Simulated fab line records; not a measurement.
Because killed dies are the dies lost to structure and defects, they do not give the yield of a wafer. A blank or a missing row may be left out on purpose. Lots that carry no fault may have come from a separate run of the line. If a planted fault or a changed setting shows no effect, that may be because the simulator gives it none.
Chamber matching -- flow n5-finfet -- N5_HKMG_FIN_STRIP_57 on rie-diel-03 has 4 sister chambers
The step strips in CF4. 14 wafers are shown with their chamber, then 7 later ones without.

== WAFERS WITH THEIR CHAMBER ==
wafer,chamber,showerhead-plenum-p-Torr (Torr),drypump-motor-current-A (A),oes-product-au (a.u.)
L074.2,3,1.91,5.92,0.92
L074.3,0,1.74,5.52,0.79
L074.5,2,1.80,6.10,0.73
L083.1,2,1.79,6.08,0.72
L083.2,0,1.73,5.55,0.77
L083.6,0,1.73,5.56,0.77
L085.1,3,1.91,5.89,0.87
L085.2,1,1.86,5.28,0.71
L085.3,0,1.73,5.55,0.77
L086.3,1,1.86,5.30,0.71
L086.5,3,1.91,5.90,0.87
L086.6,2,1.79,6.09,0.71
L094.1,2,1.79,6.09,0.70
L094.2,1,1.86,5.30,0.70

SIGNATURES (means of the wafers above)
reading,chamber 0,chamber 1,chamber 2,chamber 3,scatter within a chamber
showerhead-plenum-p-Torr,1.7325,1.8600,1.7925,1.9100,0.00387
drypump-motor-current-A,5.5450,5.2933,6.0900,5.9033,0.0135
oes-product-au,0.7750,0.7067,0.7150,0.8867,0.0159
Rule: a wafer's distance from a chamber is the root of the sum, over the readings, of the square of ((its reading less the chamber's mean) divided by the reading's scatter). If the next closest chamber is less than 2 further off than the closest, the wafer can't be placed; otherwise it belongs to the closest. The scatter: take each reading less its chamber's mean, square it, sum over the shown wafers, divide by the number of wafers less the number of chambers, and take the root.

== WAFERS MISSING THEIR CHAMBER ==
wafer,showerhead-plenum-p-Torr (Torr),drypump-motor-current-A (A),oes-product-au (a.u.)
L094.4,1.73,5.55,0.76
L095.1,1.90,5.89,0.84
L095.3,1.73,5.53,0.76
L095.6,1.86,5.29,0.69
L097.1,1.90,5.90,0.84
L097.4,1.79,6.06,0.70
L097.6,1.72,5.56,0.75

== EACH ONE'S CHAMBER ==
wafer,from the rows above,in truth
L094.4,0,0
L095.1,3,3
L095.3,0,0
L095.6,1,1
L097.1,3,3
L097.4,2,2
L097.6,0,0
7 of 7 placed correctly. Can't be placed from these rows: 0. 0 placed wrongly.
